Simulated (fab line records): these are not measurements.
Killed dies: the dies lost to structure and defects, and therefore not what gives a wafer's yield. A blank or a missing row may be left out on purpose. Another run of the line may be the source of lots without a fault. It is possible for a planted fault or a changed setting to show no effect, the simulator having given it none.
Chamber matching | flow nand harc | 3 sister chambers for NHARC_A_CONTACT_DEP_85 on pecvd-04
The step deposits SiON, target thk 50 nm. 3 wafers are shown with their chamber, then 10 later ones without.

## WAFERS, EACH WITH ITS CHAMBER
wafer  | chamber | heater power outer w (W)
L086.4 | 1       | 431
L090.1 | 2       | 458
L090.2 | 0       | 555

## WAFERS MISSING THEIR CHAMBER
wafer  | heater power outer w (W)
L090.4 | 553
L092.1 | 417
L092.2 | 409
L092.4 | 423
L097.1 | 562
L097.2 | 448
L097.3 | 424
L095.2 | 468
L095.4 | 470
L095.5 | 582

## CHAMBER TAKEN BY EACH
wafer  | from the rows above     | in truth
L090.4 | 0                       | 0
L092.1 | can't be placed: 1 or 2 | 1
L092.2 | can't be placed: 1 or 2 | 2
L092.4 | can't be placed: 1 or 2 | 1
L097.1 | 0                       | 0
L097.2 | can't be placed: 2 or 1 | 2
L097.3 | can't be placed: 1 or 2 | 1
L095.2 | can't be placed: 2 or 1 | 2
L095.4 | can't be placed: 2 or 1 | 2
L095.5 | 0                       | 0
Placed correctly: 3 of 10. Can't be placed from these rows: 7 (the true chamber is among the candidates in 7). Number placed wrongly: 0.
How it was worked out, from the rows above alone: a wafer's distance from a chamber is the root of the sum, over the readings, of the square of ((its reading less the chamber's mean) divided by the reading's scatter). The wafer belongs to the nearest chamber; if the next one is less than 2 further off, it can't be placed. A chamber's mean is the mean of its shown wafers. The scatter: root of mean squared gap, hidden wafer to nearest shown wafer, with one shown wafer a chamber.
